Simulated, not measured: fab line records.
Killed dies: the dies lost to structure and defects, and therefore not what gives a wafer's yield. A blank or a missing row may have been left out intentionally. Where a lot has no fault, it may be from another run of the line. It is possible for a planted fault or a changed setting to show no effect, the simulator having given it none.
Split-lot experiment | flow n5_finfet | 7 lots, 39 wafers read, on a route of 1938 steps

== SPLIT DETAILS ==
At N5_BEOL_M9_DESCUM_16 (chemistry O2, time 7.9 s), the setting time_s was moved away from the recipe's 7.9 s on 18 of the 39 wafers read, by -51.0% to +51.0%. For the rest of the wafers, this setting stayed at what the recipe calls for.

The file shows no step between the split and the reading.

== THE READING ==
CAR-ArF_of_BEOL_M9_COAT_05.thk_nm (the simulator's own value, which no gauge read), in nm, at N5_BEOL_M9_ETCH_61 (etches SiARC in CF4, target depth 39 nm, time 65 s). The file does not state a usual value for it. The 21 wafers here that ran the recipe average 55.4 nm, standard deviation 0.25 nm.

wafer  | tool, chamber at the split | time_s as run, s | against the recipe | CAR-ArF_of_BEOL_M9_COAT_05.thk_nm, nm | against lot-mates on the recipe
L076.1 | rie_diel-02, 1,3           | 11.93            | +51.0%             | 52.6                                  | -2.8
L076.2 | rie_diel-02, 1,3           | 11.93            | +51.0%             | 52.8                                  | -2.6
L076.3 | rie_diel-02, 2             | 11.93            | +51.0%             | 53                                    | -2.4
L076.4 | rie_diel-02, 0             | 7.9              | recipe             | 55.4                                  | -
L076.5 | rie_diel-02, 2             | 7.9              | recipe             | 55.6                                  | -
L076.6 | rie_diel-02, 3             | 7.9              | recipe             | 55.2                                  | -
L079.1 | rie_diel-05, 1,0           | 7.9              | recipe             | 55.4                                  | -
L079.2 | rie_diel-05, 1,0           | 7.9              | recipe             | 55.2                                  | -
L079.3 | rie_diel-05, 3             | 7.9              | recipe             | 55.6                                  | -
L079.4 | rie_diel-05, 2,0,1         | 3.874            | -51.0%             | 58                                    | +2.6
L079.5 | rie_diel-05, 2,0,1         | 3.874            | -51.0%             | 58                                    | +2.6
L079.6 | rie_diel-05, 2,0,1         | 3.874            | -51.0%             | 57.8                                  | +2.4
L082.2 | rie_diel-06, 2             | 7.9              | recipe             | 55.6                                  | -
L082.3 | rie_diel-06, 0,3           | 7.9              | recipe             | 55.4                                  | -
L082.5 | rie_diel-06, 0,3           | 7.9              | recipe             | 55.4                                  | -
L086.1 | rie_diel-06, 3             | 10.18            | +28.9%             | 54                                    | -1.5
L086.4 | rie_diel-06, 1             | 10.18            | +28.9%             | 54                                    | -1.5
L086.5 | rie_diel-06, 1             | 10.18            | +28.9%             | 54                                    | -1.5
L086.2 | rie_diel-06, 2             | 7.9              | recipe             | 55.6                                  | -
L086.6 | rie_diel-06, 2             | 7.9              | recipe             | 55.6                                  | -
L086.3 | rie_diel-06, 0             | 7.9              | recipe             | 55.4                                  | -
L091.1 | rie_diel-06, 0             | 7.9              | recipe             | 55.4                                  | -
L091.2 | rie_diel-06, 1             | 7.9              | recipe             | 55                                    | -
L091.3 | rie_diel-06, 2             | 9.975            | +26.3%             | 53.8                                  | -1.4
L091.4 | rie_diel-06, 3             | 9.975            | +26.3%             | 54.2                                  | -1.0
L091.5 | rie_diel-06, 2             | 7.9              | recipe             | 55.2                                  | -
L091.6 | rie_diel-06, 1             | 9.975            | +26.3%             | 54                                    | -1.2
L092.1 | rie_diel-06, 2             | 9.272            | +17.4%             | 54.4                                  | -0.9
L092.2 | rie_diel-06, 3,1           | 7.9              | recipe             | 55.4                                  | -
L092.3 | rie_diel-06, 0             | 9.272            | +17.4%             | 55                                    | -0.3
L092.4 | rie_diel-06, 1             | 9.272            | +17.4%             | 54.6                                  | -0.7
L092.5 | rie_diel-06, 2             | 7.9              | recipe             | 55.2                                  | -
L092.6 | rie_diel-06, 3,1           | 7.9              | recipe             | 55.2                                  | -
L093.1 | rie_diel-02, 3,2           | 10.9             | +38.0%             | 53.8                                  | -2.1
L093.2 | rie_diel-02, 0             | 10.9             | +38.0%             | 54.4                                  | -1.5
L093.3 | rie_diel-02, 1             | 7.9              | recipe             | 55.6                                  | -
L093.4 | rie_diel-02, 3,2           | 10.9             | +38.0%             | 54                                    | -1.9
L093.5 | rie_diel-02, 1             | 7.9              | recipe             | 56                                    | -
L093.6 | rie_diel-02, 0             | 7.9              | recipe             | 56                                    | -
Rows listing several chambers each stand for several wafers; the file does not say which wafer went through which chamber.

THE FIT
A straight line over all 39 wafers: CAR-ArF_of_BEOL_M9_COAT_05.thk_nm changes by -0.0483 nm for each +1% of time_s; r = -0.98; the points scatter about the line by 0.27 nm.
The same after taking each lot's own level away (the mean of its wafers on the recipe; 39 wafers): -0.0494 nm for each +1%; r = -0.99; scatter 0.19 nm.
That fit puts the effect of the largest move of time_s on the reading at 2.5 nm.
The span of the lots' own levels, 55.20 to 55.87 nm, comes to 2.7 times the standard deviation stated above.
The two slopes agree, so the slope changes little with the lot-to-lot level.
Check: with one of the wafers moved furthest among these (+51.0%) left out of the fit, the line predicts -2.47 nm for it against its lot-mates. Against them it came out at -2.8 nm.

== THE OTHER SPLITS THESE WAFERS WENT THROUGH ==
Other splits were also applied to these wafers ahead of the reading. Each is held against what the fit with the lots' levels taken away leaves over:
other split on the same wafers          | wafers away from the commonest value | r with CAR-ArF_of_BEOL_M9_COAT_05.thk_nm (lot level and that fit taken away)
N5_FIN_SAQP_ETCH_65 time_s              | 9                                    | +0.11
N5_MOL_CONTACT_COAG_PRECLEAN_111 time_s | 15                                   | +0.07
N5_BEOL_M3_ETCH_41 target_depth_a       | 15                                   | +0.06
N5_BEOL_M7_ALD_77 ald_cycles            | 9                                    | -0.05

== THE WHOLE CHAIN: every reading that the file lists as answering this split, in the file's order ==
step                 | what it does                                       | reading                                                                            | change (the file's fit)                | r (the file's)
N5_BEOL_M9_DESCUM_16 | chemistry O2, time 7.9 s                           | CAR-ArF_of_BEOL_M9_COAT_05.thk_nm (the simulator's own value, which no gauge read) | -0.0483 nm for each +1% of the setting | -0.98
N5_BEOL_M9_ETCH_61   | etches SiARC in CF4, target depth 39 nm, time 65 s | CAR-ArF_of_BEOL_M9_COAT_05.thk_nm (the simulator's own value, which no gauge read) | -0.0492 nm for each +1% of the setting | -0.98

== THE FILE'S OWN FIT ==
CAR-ArF_of_BEOL_M9_COAT_05.thk_nm changes by -0.0492 nm for each +1% of time_s, r = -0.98.
